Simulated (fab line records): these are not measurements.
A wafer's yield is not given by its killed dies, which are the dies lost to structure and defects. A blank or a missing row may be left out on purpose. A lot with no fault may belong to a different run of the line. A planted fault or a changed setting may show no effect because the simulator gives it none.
What tool caused it? || flow n5-finfet || 11 lots, 29 wafers sampled, at 1 step of a route of 1938

## WHAT THE GAUGES READ, wafer by wafer
N5_BEOL_M8_INSPECT_30: inspects for defects (brightfield). Usual: raw-defect-count at 412, with a standard deviation of 100.
{"lot": "L415", "measured": "day 8 20:31", "on": "defect-inspect-01", "raw-defect-count": "280 257", "flag": ""}
{"lot": "L417", "measured": "day 9 01:23", "on": "defect-inspect-02", "raw-defect-count": "382 439", "flag": ""}
{"lot": "L418", "measured": "day 9 21:22", "on": "defect-inspect-02", "raw-defect-count": "410 391 496", "flag": ""}
{"lot": "L420", "measured": "day 10 07:30", "on": "defect-inspect-02", "raw-defect-count": "432 406 400", "flag": ""}
{"lot": "L422", "measured": "day 10 17:53", "on": "defect-inspect-02", "raw-defect-count": "487 467", "flag": ""}
{"lot": "L423", "measured": "day 11 03:58", "on": "defect-inspect-01", "raw-defect-count": "504 493", "flag": ""}
{"lot": "L425", "measured": "day 11 04:03", "on": "defect-inspect-01", "raw-defect-count": "269 243 326", "flag": ""}
{"lot": "L430", "measured": "day 12 23:03", "on": "defect-inspect-01", "raw-defect-count": "701 614 505", "flag": ""}
{"lot": "L433", "measured": "day 13 05:27", "on": "defect-inspect-01", "raw-defect-count": "251 301 291", "flag": ""}
{"lot": "L435", "measured": "day 13 13:49", "on": "defect-inspect-02", "raw-defect-count": "499 758 550", "flag": ""}
{"lot": "L437", "measured": "day 14 15:01", "on": "defect-inspect-01", "raw-defect-count": "360 322 513", "flag": ""}

## TOOL THAT RAN EACH LOT (tool first, then ch and the chambers of the sampled wafers, then the start)
Record: no process step prior to these readings.

## WHAT THE TOOLS THEMSELVES READ (means of the sampled wafers that have a number; where no wafer has one, the mark that the record gives instead)
The record holds no such reading with a usual standard deviation.

## THE ANSWER, worked out from the rows above alone
Rule: a lot counts as off when the mean over its wafers that have a number is more than 3 standard deviations away from the usual mean. A lot without any number at a reading at which 4 lots or more have one is off too. Where the step has rows for the other lots, those lots are counted as sound. First the gauges in route order, then the tools' own readings, where a lot's mean is used as printed above. The first step at which some lot is off is used, and at that step the reading that is off furthest; a lot without a number counts as furthest.
No lot is off on any of the readings shown, so nothing can be concluded from this.

## WHAT HAD BEEN PUT IN BY THE SIMULATOR
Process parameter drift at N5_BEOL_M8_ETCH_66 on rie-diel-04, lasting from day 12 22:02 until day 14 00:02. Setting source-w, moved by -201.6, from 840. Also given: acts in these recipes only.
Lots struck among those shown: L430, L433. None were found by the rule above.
